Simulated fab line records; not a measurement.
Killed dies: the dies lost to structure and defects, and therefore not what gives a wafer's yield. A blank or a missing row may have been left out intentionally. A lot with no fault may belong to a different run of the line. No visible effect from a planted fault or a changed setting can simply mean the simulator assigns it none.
One fault through the eyes of 2 desks	flow nand_harc	each desk has only its own numbers; what lay behind them comes last

## THE DEFECT DESK
Counts from the inspections along the route, per lot, as means over the sampled wafers that have a number. If a lot's mean is further than 4 standard deviations from the usual mean, the lot is out of limits and carries the mark OUT (the distance appears in the brackets).
Columns: A = raw_defect_count at NHARC_A_M0_INSPECT_11, usual 91
lot	first seen here	A
L332	day 22 20:59	65
L333	day 23 12:41	60
L341	day 26 05:12	135
L342	day 27 08:31	113
L343	day 27 12:44	45
L344	day 28 01:29	26
L345	day 28 07:25	145
L350	day 30 13:05	98
L349	day 30 14:52	83
L352	day 30 19:29	72
L351	day 30 21:24	124
L353	day 31 12:41	86
L354	day 32 03:55	143
L355	day 33 03:37	141
This desk found nothing out of limits on any of the 14 lots.

## DESK OF THE TOOL OWNER: rie_diel-02
The tool's own readings at NHARC_A_M1_ETCH_15 (etches the open film in C4F8/Ar, target depth 182.5 nm, time 91.2 s): means of the sampled wafers that have a number, for each lot that ran on this tool. If a lot's mean is further than 4 standard deviations from the usual mean, the lot is out of limits and carries the mark OUT (the distance appears in the brackets).
Columns: A = oes_product_au at NHARC_A_M1_ETCH_15, usual 0.949 a.u.; B = rf_fwd_power_W at NHARC_A_M1_ETCH_15, usual 595.7 W; C = rf_vpp_V at NHARC_A_M1_ETCH_15, usual 441 V
lot	first seen here	A	B	C
L332	day 23 01:42	0.970	596.4	441
L342	day 27 12:49	0.912	564.4 (-14) OUT	440
L343	day 27 16:54	0.935	564.0 (-14) OUT	443
L349	day 30 19:08	0.971	596.5	445
L355	day 33 07:53	0.977	595.8	438
This desk finds L342, L343 out of limits, L342 being first, at day 27 12:49 (rf_fwd_power_W at NHARC_A_M1_ETCH_15). L332, L349, L355 stayed within limits.

## BROUGHT TOGETHER
At day 27 12:49, on L342, L343, the tool owner's desk was in a position to raise an alarm.
Nothing the defect desk looked at was out of limits.
The defect desk has L342, L343 on record, within its limits.
NHARC_A_M1_ETCH_15 was run on rie_diel-02 by each of the lots named.

## WHAT WAS PUT IN BY THE SIMULATOR
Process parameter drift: rie_diel-02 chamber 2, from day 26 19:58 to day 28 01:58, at NHARC_A_M1_ETCH_15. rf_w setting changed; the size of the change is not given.
Lots struck among those shown: L342, L343.
Each desk's first reading out of limits, in hours after the fault started: the tool owner's desk, 17.
